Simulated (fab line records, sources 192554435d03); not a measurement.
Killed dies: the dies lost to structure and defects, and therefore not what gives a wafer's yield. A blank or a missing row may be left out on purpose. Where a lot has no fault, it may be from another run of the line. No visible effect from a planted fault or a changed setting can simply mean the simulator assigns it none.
fab line records	flow n5-finfet
record lots=10	wafers=29	last-day=18
route steps=1938 shown BEOL_M8@1335 BEOL_M9@1403 PASSIVATION@1936
lots that met no fault: taken from a fault-free run of the same line
start-h: hours from the record's first day to the start of the lot's first wafer shown	wait-h: hours from the lot's prior step to this one	" the same as in the row above	L1.1+2: several wafers, shown together as one row	- value missing, or start not given	* or withheld: withheld	< > ~ a bound
route shown NAME@n: NAME is a module with steps in the file, n the number in the route of the first one	usual: mean/standard deviation taken from wafers without a fault	same: alike in all rows	chamber/n: place in a boat	sites: each site's reading	_std_site: the values' standard deviation	_edge_site: the outer-site mean with the inner-site mean subtracted	radius-mm: how far each site lies from the wafer's centre	mask NAME#n: copy n	behind: the tool/chamber that last shaped the wafer	hold: reason for holding the lot/hours on hold/outcome of the hold	device: transistor that didn't switch, given as n, p or np	end of line: tests run on the same wafers once the route is complete	a step given without rows: its recipe and nothing more	killed: count of dies lost to structure and defects at first sort (not the wafer's yield)	map: the dies of a wafer, with x for killed, . for not killed, _ for no die there
set.NAME: setting as actually run; set.NAME@STEP: the setting as run at that earlier step	model.NAME: the simulator's own value behind a step, which no gauge read
the route's steps for a sample of lots (tables are steps, rows are wafers)
services: from which hour (start-h, from the record's first day; less than 0 if before it) a tool's chamber was out of use, for how many hours, and why
## steps
# step N5_BEOL_M8_PECVD_70
# recipe material=SiO2	target-thk-a=200	temp-c=400	precursor=TEOS/O2	pressure-torr=5.5	rf-w=450	teos-flow-sccm=53.8	gas=O2	flow-sccm=3000	time-s=22.7
# usual chamber-pressure-Torr=5.500/0.011	heater-power-w=761/110	showerhead-plenum-p-Torr=8.74/0.051	throttle-valve-pct=22.4/1.4
lot.wafer	tool	chamber	start-h	wait-h	chamber-pressure-Torr	heater-power-w	showerhead-plenum-p-Torr	throttle-valve-pct
L540.3	pecvd-01	0	189.35	0.1	5.487	651	8.71	21.7
L540.5	"	1	"	"	5.490	844	8.67	22.7
L540.6	"	0	"	"	5.501	649	8.73	21.1
L544.1	pecvd-01	1	217.31	0.0	5.500	691	8.66	22.3
L544.5	"	0	"	"	5.492	588	8.71	21.7
L544.6	"	2	"	"	5.487	1001	8.74	22.6
L548.3	pecvd-01	0	245.84	0.0	5.504	671	8.70	21.3
L548.6	"	0	"	"	5.507	674	8.70	21.5
L550.2	pecvd-01	1	248.97	0.0	5.497	838	8.66	22.8
L550.3	"	2	"	"	5.479	979	8.71	22.9
L550.4	"	0	"	"	5.498	702	8.70	21.6
L557.1	pecvd-01	2	308.40	0.0	5.496	861	8.70	22.9
L557.5	"	1	"	"	5.515	796	8.66	22.6
L557.6	"	0	"	"	5.509	669	8.72	21.7
L559.1	pecvd-01	2	315.22	0.0	5.510	1030	8.71	23.0
L559.4	"	1	"	"	5.482	792	8.70	22.7
L559.6	"	0	"	"	5.493	722	8.72	21.6
L558.1	pecvd-01	2	330.43	0.0	5.498	864	8.74	23.1
L558.3	"	1	"	"	5.504	806	8.67	22.5
L558.4	"	1	"	"	5.509	814	8.69	22.5
L560.2	pecvd-03	1	331.98	0.0	5.491	695	8.81	21.6
L560.4	"	1	"	"	5.485	667	8.81	21.7
L560.5	"	2	"	"	5.494	871	8.82	22.6
L561.3	pecvd-04	2	340.03	0.0	5.491	669	8.75	21.3
L561.5	"	1	"	"	5.517	658	8.81	21.3
L561.6	"	2	"	"	5.497	679	8.76	21.4
L562.1	pecvd-03	2	348.25	0.0	5.508	931	8.82	22.7
L562.4	"	2	"	"	5.512	895	8.85	22.7
L562.5	"	2	"	"	5.517	878	8.80	22.8
# step N5_BEOL_M8_CD_MEAS_28
# recipe target-cd-nm=40	landing-energy-ev=500	detector=se-inlens
# usual cd-nm=40.05/0.23
lot.wafer	tool	chamber	start-h	wait-h	cd-nm
L540.3	cd-sem-03	0	192.55	-	40.25
L540.5	"	0	"	"	40.14
L540.6	"	0	"	"	40.12
L544.1	cd-sem-02	0	220.40	-	39.59
L544.5	"	0	"	"	39.71
L544.6	"	0	"	"	40.27
L548.3	cd-sem-03	0	250.13	-	39.96
L548.6	"	0	"	"	39.51
L550.2	cd-sem-03	0	252.19	-	40.18
L550.3	"	0	"	"	39.93
L550.4	"	0	"	"	39.75
L557.1	cd-sem-01	0	311.37	-	40.29
L557.5	"	0	"	"	40.49
L557.6	"	0	"	"	39.92
L559.1	cd-sem-02	0	320.13	-	39.92
L559.4	"	0	"	"	39.86
L559.6	"	0	"	"	39.93
L558.1	cd-sem-03	0	332.19	-	39.97
L558.3	"	0	"	"	39.59
L558.4	"	0	"	"	39.59
L560.2	cd-sem-01	0	336.49	-	40.09
L560.4	"	0	"	"	40.40
L560.5	"	0	"	"	39.88
L561.3	cd-sem-03	0	344.38	-	40.10
L561.5	"	0	"	"	40.12
L561.6	"	0	"	"	40.13
L562.1	cd-sem-02	0	353.62	-	39.81
L562.4	"	0	"	"	39.50
L562.5	"	0	"	"	40.07
# step N5_BEOL_M8_ETCH_72
# recipe chemistry=N2/H2	target=underlayer	target-depth-a=65	mask-material=CAR-EUV	time-s=5.2	ion-energy-ev=200	pressure-mtorr=30	source-w=840	bias-w=150	n2-flow-sccm=200	h2-flow-sccm=200	ends=cleared
# usual drypump-motor-current-A=5.7/0.45	etch-rf-on-time-s=5.19/0.17	oes-product-au=0.69/0.091	rf-vpp-V=524/3.5	showerhead-plenum-p-Torr=2.53/0.11	throttle-valve-pct=17.73/0.26
lot.wafer	tool	chamber	start-h	wait-h	drypump-motor-current-A	etch-rf-on-time-s	oes-product-au	rf-hours-counter-h	rf-vpp-V	showerhead-plenum-p-Torr	throttle-valve-pct
L540.3	rie-diel-05	2	192.73	0.0	5.1	5.42	0.59	-	524	2.63	17.78
L540.5	"	2	"	"	5.1	5.43	0.60	-	527	2.63	17.79
L540.6	"	0	"	"	5.7	5.21	0.58	-	520	2.37	17.91
L544.1	rie-diel-05	0	220.69	0.0	5.7	5.05	0.83	2	529	2.69	17.39
L544.5	"	0	"	"	5.7	5.11	0.82	-	531	2.69	17.39
L544.6	"	2	"	"	5.1	5.30	0.59	-	525	2.63	17.78
L548.3	rie-diel-06	2	250.29	0.0	5.4	5.14	0.60	228	521	2.43	18.24
L548.6	"	3	"	"	6.5	4.90	0.72	-	520	2.47	17.81
L550.2	rie-diel-04	1	252.35	0.0	5.3	5.38	0.59	215	518	2.42	17.53
L550.3	"	0	"	"	5.6	5.35	0.79	11	529	2.72	17.57
L550.4	"	2	"	"	5.8	5.34	0.59	209	527	2.64	18.11
L557.1	rie-diel-04	1	311.53	0.0	5.2	5.43	0.58	236	520	2.41	17.59
L557.5	"	3	"	"	5.4	5.09	0.71	-	520	2.46	17.43
L557.6	"	0	"	"	5.7	5.27	0.75	-	528	2.71	17.62
L559.1	rie-diel-06	2	320.29	0.0	5.4	5.31	0.58	246	519	2.42	18.27
L559.4	"	1	"	"	6.0	4.89	0.78	26	523	2.48	17.80
L559.6	"	1	"	"	6.0	4.88	0.79	-	522	2.48	17.79
L558.1	rie-diel-06	3	332.35	0.0	6.5	4.97	0.69	110	520	2.46	17.89
L558.3	"	0	"	"	6.7	5.37	0.74	37	522	2.46	17.62
L558.4	"	1	"	"	6.0	4.95	0.78	30	520	2.48	17.81
L560.2	rie-diel-04	0	336.67	0.0	5.6	5.25	0.75	41	530	2.71	17.62
L560.4	"	3	"	"	5.4	5.10	0.69	92	521	2.46	17.42
L560.5	"	0	"	"	5.6	5.21	0.74	-	529	2.71	17.64
L561.3	rie-diel-04	2	344.83	0.0	5.8	5.28	0.57	236	528	2.62	18.15
L561.5	"	1	"	"	5.2	5.44	0.56	-	519	2.40	17.60
L561.6	"	2	"	"	5.8	5.30	0.58	-	527	2.62	18.17
L562.1	rie-diel-04	1	353.78	0.0	5.2	5.49	0.56	253	517	2.40	17.56
L562.4	"	1	"	"	5.2	5.52	0.57	-	523	2.40	17.58
L562.5	"	2	"	"	5.8	5.33	0.58	-	528	2.62	18.16
# step N5_BEOL_M8_CMP_52
# recipe stop-on=SiCOH_lowk	t-overpolish-s=6.9	down-force-psi=1	platen-rpm=50	clearing-platen-down-force-psi=1.5	clearing-platen-rpm=50	post-cmp-clean=cu-alkaline	target-thk-nm=80	clearing-platen-pad-velocity-m-s=0.99484	pad-velocity-m-s=0.99484
# usual barrier-field-endpoint-s=29.1/0.95	edge-zone-pressure-frac=0.999/0.0041	motor-current-A=6.3/0.43	pad-life-wafers=1263/620
lot.wafer	tool	chamber	start-h	wait-h	barrier-field-endpoint-s	edge-zone-pressure-frac	motor-current-A	pad-life-wafers
L540.3	cmp-03	2	196.33	0.4	28.0	0.990	6.2	1279
L540.6	"	1	"	"	29.4	1.002	5.5	-
L540.5	"	2	"	"	27.8	0.999	6.6	-
L544.1	cmp-04	2	223.21	0.3	29.6	0.993	6.3	974
L544.6	"	0	"	"	31.2	0.993	6.1	-
L544.5	"	1	"	"	30.3	1.002	6.0	-
L548.3	cmp-04	1	253.49	0.4	16.1	1.002	5.9	1203
L548.6	"	3	"	"	29.4	0.993	6.1	-
L550.2	cmp-03	3	256.86	0.2	29.0	0.992	6.4	1740
L550.3	"	0	"	"	17.2	1.003	6.0	1741
L550.4	"	1	"	"	29.6	0.999	6.1	1742
L557.1	cmp-03	3	314.29	0.4	28.4	0.988	6.5	2181
L557.5	"	0	"	"	30.1	0.995	6.3	-
L557.6	"	1	"	"	29.3	0.999	5.7	-
L559.1	cmp-04	3	322.62	0.3	28.7	1.006	6.1	1698
L559.4	"	1	"	"	28.7	0.999	5.9	1700
L559.6	"	3	"	"	29.4	1.010	6.3	-
L558.3	cmp-03	1	334.59	0.2	28.7	1.006	6.0	108
L558.4	"	2	"	"	27.8	0.998	6.4	109
L558.1	"	3	"	"	28.4	0.997	6.3	110
L560.4	cmp-02	1	340.61	0.2	29.0	0.999	6.4	176
L560.2	"	2	"	"	28.8	1.002	6.8	177
L560.5	"	0	"	"	28.4	0.998	6.7	-
L561.3	cmp-03	1	347.44	0.2	27.2	0.999	6.0	151
L561.5	"	0	"	"	29.6	0.997	5.8	-
L561.6	"	1	"	"	27.9	1.001	5.7	-
L562.4	cmp-02	2	356.67	0.2	29.4	1.001	6.7	289
L562.1	"	3	"	"	28.7	1.002	7.3	290
L562.5	"	2	"	"	29.5	0.998	7.0	-
# step N5_BEOL_M9_THK_MEAS_01
# recipe reads=SiCOH_lowk_of_BEOL_M9_ILD_DEP_00
# usual M9_ILD_THK=268/3.8
lot.wafer	tool	chamber	start-h	wait-h	M9_ILD_THK[nm]
L540.3	film-metro-02	-	197.41	0.3	263
L540.5	"	-	"	"	265
L540.6	"	-	"	"	265
L544.1	film-metro-02	-	224.24	0.4	264
L544.5	"	-	"	"	273
L544.6	"	-	"	"	269
L548.3	film-metro-02	-	254.46	0.3	267
L548.6	"	-	"	"	274
L550.2	film-metro-01	-	258.42	0.7	268
L550.3	"	-	"	"	272
L550.4	"	-	"	"	273
L557.1	film-metro-02	-	315.73	0.8	268
L557.5	"	-	"	"	274
L557.6	"	-	"	"	273
L559.1	film-metro-02	-	323.70	0.4	269
L559.4	"	-	"	"	273
L559.6	"	-	"	"	269
L558.1	film-metro-02	-	335.70	0.4	267
L558.3	"	-	"	"	269
L558.4	"	-	"	"	271
L560.2	film-metro-02	-	341.61	0.4	271
L560.4	"	-	"	"	273
L560.5	"	-	"	"	275
L561.3	film-metro-02	-	348.93	0.3	266
L561.5	"	-	"	"	272
L561.6	"	-	"	"	273
L562.1	film-metro-02	-	357.71	0.4	264
L562.4	"	-	"	"	278
L562.5	"	-	"	"	273
# step N5_PASSIVATION_PROBE_49
# usual defect-limited-yield=91.1/1.5	killed_at_M0_to_M3=37/11	killed_at_M4_up=13/5.6	killed-at-contacts=12/5.6	killed-at-front-end=39/11	killed-at-other=4/3.1	killed-dies=105/18	killed-on-rim=14/3.8	killed-open=69/13	killed-short=35/7.4	sort_bin_5_function=5.1/0.92	sort_bin_6_memory=3.4/0.76	sort_bin_8_speed=0.02/0.11	sort-n-pass=1075/18	sort-yield-pct=91.1/1.5
# same gross-dies=1180	killed-at-back-side=0	sort_bin_4_leakage[%]=0
lot.wafer	tool	chamber	start-h	wait-h	defect-limited-yield[%]	killed_at_M0_to_M3	killed_at_M4_up	killed-at-contacts	killed-at-front-end	killed-at-other	killed-dies	killed-on-rim	killed-open	killed-short	sort_bin_5_function[%]	sort_bin_6_memory[%]	sort_bin_8_speed[%]	sort-n-pass	sort-yield-pct[%]
L550.2	prober-02	-	326.44	0.1	90.1	35	20	15	41	6	117	20	70	38	5.5	3.1	0	1063	90.1
L550.3	prober-02	-	326.49	0.1	88.6	54	13	16	39	12	134	19	101	32	6.7	4.4	0	1046	88.6
L550.4	prober-02	-	326.54	0.2	90.3	41	18	14	38	4	115	14	73	40	5.9	3.6	0	1065	90.3
L558.1	prober-02	-	410.03	0.0	92.8	25	10	13	33	4	85	11	53	30	5.0	1.9	0	1095	92.8
L558.3	prober-02	-	410.13	0.1	90.6	33	20	19	38	1	111	14	70	38	4.9	4.2	0	1069	90.6
# killed by level:class
L550.2 BEOL_M2:geometric-particle:open=12 MOL_CONTACT_COAG:geometric-particle:open=10 FIN_SAQP:geometric-particle:short=9 STI_FIN_REVEAL:geometric-particle:open=9 BEOL_M3:geometric-particle:open=7 HKMG_FIN:area-etch=7 BEOL_M0_SAQP:geometric-particle:short=6 MOL_CONTACT_COAG:geometric-particle:short=5
L550.3 BEOL_M0_SAQP:geometric-particle:open=18 BEOL_M3:geometric-particle:open=17 MOL_CONTACT_COAG:geometric-particle:open=15 FIN_SAQP:geometric-particle:open=8 BEOL_M4:geometric-particle:open=8 STI_FIN_REVEAL:geometric-particle:open=7 BEOL_M0_SAQP:geometric-particle:short=6 BEOL_M1:geometric-particle:open=6
L550.4 BEOL_M3:geometric-particle:open=13 MOL_CONTACT_COAG:geometric-particle:open=9 BEOL_M4:geometric-particle:open=8 BEOL_M0_SAQP:geometric-particle:open=7 BEOL_M1:geometric-particle:open=6 FIN_SAQP:geometric-particle:short=5 MOL_CONTACT_COAG:geometric-particle:short=5 DUMMY_GATE:geometric-particle:short=4
L558.1 MOL_CONTACT_COAG:geometric-particle:open=12 FIN_SAQP:geometric-particle:open=8 STI_FIN_REVEAL:geometric-particle:open=7 GATE_CUT:geometric-particle:short=7 BEOL_M1:geometric-particle:open=5 BEOL_M3:geometric-particle:open=4 BEOL_M2:geometric-particle:short=4 BEOL_M1:geometric-particle:short=3
L558.3 MOL_CONTACT_COAG:geometric-particle:open=16 FIN_SAQP:geometric-particle:open=9 FIN_SAQP:geometric-particle:short=8 BEOL_M3:geometric-particle:open=8 BEOL_M4:geometric-particle:open=6 BEOL_M0_SAQP:geometric-particle:open=5 BEOL_M2:geometric-particle:short=4 BEOL_M3:geometric-particle:short=4
## services
tool	chamber	start-h	hours	kind
rie-diel-05	1	183.09	9.7	repair
pecvd-01	2	185.92	28.9	repair
rie-diel-05	3	209.61	4.5	repair
cmp-02	-	212.30	1.2	repair
rie-diel-05	0	223.81	5.5	repair
cmp-04	-	226.17	0.8	repair
cmp-03	-	230.95	1.3	repair
cmp-02	-	240.29	1.6	repair
cmp-04	-	247.55	1.4	repair
rie-diel-04	-	266.81	2.4	repair
rie-diel-06	-	267.21	0.6	repair
rie-diel-06	-	275.37	4.3	pm
pecvd-03	-	275.45	6.0	pm
cmp-04	-	277.06	6.8	pm
cmp-02	-	282.76	1.0	repair
pecvd-01	-	283.28	4.3	pm
rie-diel-06	2	294.86	13.9	repair
rie-diel-04	2	302.94	7.1	repair
rie-diel-04	2	310.68	4.4	repair
cmp-02	-	313.07	4.0	pm
cmp-03	-	314.67	4.0	pm
cmp-03	-	337.53	6.3	repair
rie-diel-04	3	347.13	14.3	repair
rie-diel-06	3	352.68	16.5	repair
## key
first-sign step=N5_BEOL_M8_CMP_52	reading=barrier-field-endpoint-s	direction=down	sigmas=13	usual=29.1	struck=16.7
effect none on later readings
met-at N5_BEOL_M8_PECVD_70
struck-lots L548,L550
struck-wafers L548.3,L550.3
not-acting-at N5_BEOL_M8_CD_MEAS_28,N5_BEOL_M8_ETCH_72,N5_BEOL_M9_THK_MEAS_01
onset-between 217.31 245.84
fault kind=process-parameter-drift	tool=pecvd-01	chamber=-	onset-h=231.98	steps=N5_BEOL_M8_PECVD_70	channel=time-s	offset=*	shape=step	end-h=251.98	scope=struck-wafers-only	acts-in=*	stated=*
